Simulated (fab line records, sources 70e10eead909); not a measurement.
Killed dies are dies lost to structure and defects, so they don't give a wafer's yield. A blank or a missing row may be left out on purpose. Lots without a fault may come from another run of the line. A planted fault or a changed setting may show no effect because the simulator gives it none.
A struck lot beside a sound one | flow nand_harc | 42 steps out of a route of 1159
Sound: wafers L221.2, L221.5, L221.6. Struck: wafer L230.6. (L230.2, L230.4 of the same lot were not struck and are left out.) The cause comes at the end.
At each step with rows: each side's tool, then ch and its chambers, then its first start. Under that, the readings that differ: sound wafers | struck wafers | difference of the means | sigmas: that difference in standard deviations of wafers without a fault.
alike: readings whose means differ by less than 2 such deviations, and words and numbers that are the same on both sides. not compared: withheld readings, readings that some wafer has no value for, bounds like >300 that may hide the same value, and numbers for which the record gives no deviation and whose values overlap.
The two part at a step that has a row with sigmas, a row that says differs or no value, or rows on one side only. Numbers that don't overlap but have no deviation are shown without sigmas and don't part them. A reading that every wafer of one side lacks parts them only if that side has two wafers or more.

first, 4 steps without rows for these wafers: NHARC_THIN_TSV_EBR_08; NHARC_THIN_TSV_EXPOSE_09 (exposes mask TSV); NHARC_THIN_TSV_PEB_10 (peb time 85 s); NHARC_THIN_TSV_DEVELOP_11 (time 70 s).
NHARC_THIN_TSV_CD_MEAS_12: target cd 1000 nm.
  sound on cd_sem-03 ch 0, day 20 23:58; struck on cd_sem-02 ch 0, day 23 04:37
  alike: cd_nm
then, 2 steps without rows for these wafers: NHARC_THIN_TSV_HARDBAKE_13 (time 80 s); NHARC_THIN_TSV_DESCUM_14 (chemistry O2, time 3 s).
NHARC_THIN_TSV_ETCH_44: etches the open film in CF4/O2, target depth 1594.2 nm, time 797.1 s.
  sound on rie_diel-07 ch 2,3, day 21 00:16; struck on rie_diel-03 ch 0, day 23 04:55
  reading                     | sound       | struck | difference | sigmas
  drypump_motor_current_A (A) | 6.7 6.6 6.6 | 5.5    | -1.1       | -2
  alike: oes_product_au, rf_vpp_V, showerhead_plenum_p_Torr, throttle_valve_pct
  not compared: rf_hours_counter_h
NHARC_THIN_TSV_ETCH_15: target depth 3000 nm, bosch target overetch cycles 2, bosch etch step 2.8 s.
  sound on rie_si-03 ch 1,3, day 21 00:47; struck on rie_si-03 ch 0, day 23 05:27
  alike: drypump_motor_current_A
  not compared: rf_hours_counter_h
NHARC_THIN_TSV_CD_MEAS_16:
  sound on cd_sem-01, day 21 00:58; struck on cd_sem-01, day 23 05:34
  alike: cd_nm
NHARC_THIN_TSV_STRIP_45: strips in O2.
  sound on plasma_asher-02 ch 0,1, day 21 01:05; struck on plasma_asher-01 ch 1, day 23 05:43
  alike: drypump_motor_current_A, heater_power_w
  not compared: rf_hours_counter_h
then, 1 step without rows for these wafers: NHARC_THIN_TSV_STRIP_46 (strips in post etch residue remover, time 1200 s).
NHARC_THIN_TSV_DEP_47: deposits SiO2, target thk 200 nm.
  sound on pecvd-01 ch 0,2, day 21 01:55; struck on pecvd-04 ch 2, day 23 06:37
  alike: throttle_valve_pct
then, 5 steps without rows for these wafers: NHARC_THIN_TSV_ETCHBACK_48 (etches the open film in C4F8/Ar, target depth 1028.5 nm, time 405.17 s); NHARC_THIN_TSV_STRIP_62 (strips in N2/H2, time 20 s); NHARC_THIN_TSV_DEGAS_49 (time 120 s); NHARC_THIN_TSV_PRE_CLEAN_50 (time 30 s); NHARC_THIN_TSV_PVD_19 (deposits TaN, target thk 20 nm).
NHARC_THIN_TSV_PVD_51: deposits Cu, target thk 100 nm.
  sound on pvd_sputter-03; struck on pvd_sputter-02
  alike: throttle_valve_pct
then, 5 steps without rows for these wafers: NHARC_THIN_TSV_ECD_20 (material Cu, target thk 2000 nm); NHARC_THIN_TSV_ANNEAL_52 (time 90 s); NHARC_THIN_TSV_CMP_21 (polishes, t overpolish 30 s, target thk 2000 nm); NHARC_THIN_TSV_SRD_23; NHARC_THIN_TSV_DEGAS_53 (time 60 s).
NHARC_THIN_TSV_PRE_CLEAN_54: time 30 s.
  sound on pvd_sputter-03, day 21 04:52; struck on pvd_sputter-02, day 23 09:43
  alike: heater_power_w
then, 10 steps without rows for these wafers: NHARC_THIN_TSV_PVD_55 (deposits TiN, target thk 50 nm); NHARC_THIN_TSV_PVD_24 (deposits Al, target thk 800 nm); NHARC_THIN_TSV_DEHYDRATE_25 (time 120 s); NHARC_THIN_TSV_HMDS_26 (time 30 s); NHARC_THIN_TSV_COAT_27; NHARC_THIN_TSV_SOFTBAKE_28 (time 95 s); NHARC_THIN_TSV_EBR_29; NHARC_THIN_TSV_EXPOSE_30 (exposes mask PAD); NHARC_THIN_TSV_PEB_31 (peb time 85 s); NHARC_THIN_TSV_DEVELOP_32 (time 70 s).
NHARC_THIN_TSV_CD_MEAS_33: target cd 5000 nm.
  sound on cd_sem-01 ch 0, day 21 05:55; struck on cd_sem-01 ch 0, day 23 10:39
  alike: cd_nm
then, 5 steps without rows for these wafers: NHARC_THIN_TSV_HARDBAKE_34 (time 80 s); NHARC_THIN_TSV_DESCUM_35 (chemistry O2, time 3 s); NHARC_THIN_TSV_ETCH_59 (etches the open film in Cl2/BCl3, target depth 880 nm, time 138.1 s); NHARC_THIN_TSV_ETCH_36 (etches the open film in Cl2/BCl3, target depth 65 nm, time 18.571 s); NHARC_THIN_TSV_STRIP_56 (strips in O2).
NHARC_END_SORT_01:
  the record has rows for the struck wafers here (prober-01 ch 0, day 23 23:53) and none for the sound ones

WHERE THEY PART
First at NHARC_THIN_TSV_ETCH_44; last, within this record, at NHARC_END_SORT_01.

WHY: what the simulator had put in
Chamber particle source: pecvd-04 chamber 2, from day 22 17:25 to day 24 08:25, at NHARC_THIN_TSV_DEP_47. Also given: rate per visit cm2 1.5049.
